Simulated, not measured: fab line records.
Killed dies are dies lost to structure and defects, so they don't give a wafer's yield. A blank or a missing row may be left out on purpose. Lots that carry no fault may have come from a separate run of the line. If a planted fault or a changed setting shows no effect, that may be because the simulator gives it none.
One fault seen from 2 desks | flow nand harc | what lay behind the numbers comes last; until then each desk has only its own

## THE METROLOGY DESK
Lot by lot, what the gauges showed, no matter which tool ran the lot: averages of those sampled wafers that carry a number. The brackets show how far a lot's mean lies from the usual mean; more than 4 standard deviations puts the lot out of limits, marked OUT.
Columns: A = overlay x nm at NHARC_A_CONTACT_OVL_MEAS_09, usual -0.1 nm; B = overlay y nm at NHARC_A_CONTACT_OVL_MEAS_09, usual 0.2 nm
lot  | first seen here | A    | B
L676 | day 22 04:05    | 0.0  | -0.4
L677 | day 22 20:43    | -1.3 | -0.4
L679 | day 23 21:59    | -0.4 | -0.1
L680 | day 24 14:52    | -0.2 | 0.3
L684 | day 26 02:40    | 1.1  | -0.3
L685 | day 26 09:41    | 1.0  | 0.2
L687 | day 27 01:19    | -0.0 | -0.8
L690 | day 28 17:40    | -0.5 | -0.7
L692 | day 29 03:25    | 0.6  | 0.7
L695 | day 30 01:03    | -0.7 | 2.0
L697 | day 31 06:55    | -0.1 | -0.2
L698 | day 31 22:53    | -2.2 | -0.7
This desk found nothing out of limits on any of the 12 lots.

## DESK OF THE TOOL OWNER: litho track-01
The tool's own readings at NHARC_A_CONTACT_SOFTBAKE_03 (time 55 s): means of the sampled wafers that have a number, for each lot that ran on this tool. The brackets show how far a lot's mean lies from the usual mean; more than 4 standard deviations puts the lot out of limits, marked OUT.
Columns: A = heater power total W at NHARC_A_CONTACT_SOFTBAKE_03, usual 188.46 W
lot  | first seen here | A
L679 | day 23 21:00    | 188.48
L684 | day 26 02:00    | 208.41 (+99 or more) OUT
L687 | day 27 00:00    | 208.39 (+99 or more) OUT
L695 | day 30 00:00    | 188.60
L697 | day 31 06:00    | 188.59
L698 | day 31 22:00    | 188.40
Finding of this desk: L684, L687 out of limits; the first was L684 at day 26 02:00, on heater power total W at NHARC_A_CONTACT_SOFTBAKE_03. Within limits: L679, L695, L697, L698.

## ALL TOGETHER
The tool owner's desk had the chance to raise an alarm at day 26 02:00 on L684, L687.
Metrology desk: nothing out of limits seen.
The metrology desk has L684, L687 on record, within its limits.
On litho track-01, each named lot ran NHARC_A_CONTACT_SOFTBAKE_03.

## WHAT THE SIMULATOR PUT IN
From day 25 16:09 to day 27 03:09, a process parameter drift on litho track-01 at NHARC_A_CONTACT_SOFTBAKE_03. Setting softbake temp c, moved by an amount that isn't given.
Struck lots among those shown: L684, L687.
Delay in hours, fault start to first out-of-limits reading, by desk: the tool owner's desk at 10.
